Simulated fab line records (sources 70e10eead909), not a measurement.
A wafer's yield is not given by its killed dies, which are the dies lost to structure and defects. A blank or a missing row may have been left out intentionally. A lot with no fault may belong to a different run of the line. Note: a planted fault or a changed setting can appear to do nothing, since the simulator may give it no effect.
Matching of chambers	flow nand-harc	4 sister chambers for NHARC_A_CONTACT_ETCH_88 on rie-diel-02
The step etches the open film in CF4, target depth 39 nm, time 65 s. 8 wafers are shown with their chamber, then 8 later ones without.

## EACH WAFER AND ITS CHAMBER
wafer	chamber	drypump-motor-current-A (A)	showerhead-plenum-p-Torr (Torr)
L077.4	1	6.3	1.65
L076.1	2	5.3	1.73
L076.2	1	6.3	1.65
L076.6	0	5.7	1.66
L084.1	0	5.6	1.65
L084.2	2	5.3	1.73
L084.6	3	6.4	1.65
L090.1	3	6.4	1.64

## WAFERS MISSING THEIR CHAMBER
wafer	drypump-motor-current-A (A)	showerhead-plenum-p-Torr (Torr)
L090.5	5.7	1.65
L090.6	6.3	1.64
L091.2	5.7	1.65
L091.5	6.4	1.64
L091.6	5.3	1.72
L096.2	5.7	1.91
L096.3	5.3	1.72
L096.6	5.3	1.72

## THE CHAMBER EACH PASSED THROUGH
wafer	from the rows above	in truth
L090.5	0	0
L090.6	can't be placed: 1 or 3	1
L091.2	0	0
L091.5	3	3
L091.6	2	2
L096.2	2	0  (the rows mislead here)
L096.3	2	2
L096.6	2	2
6 of 8 placed correctly. Not placeable from these rows: 1 (in 1, the candidates include the true chamber). Placed wrongly: 1.
How it was worked out, from the rows above alone: a wafer's distance from a chamber is the root of the sum, over the readings, of the square of ((its reading less the chamber's mean) divided by the reading's scatter). The wafer belongs to the nearest chamber; if the next one is less than 2 further off, it can't be placed. The mean given for a chamber averages the wafers shown for that chamber. The scatter: take each reading less its chamber's mean, square it, sum over the shown wafers, divide by the number of wafers less the number of chambers, and take the root.
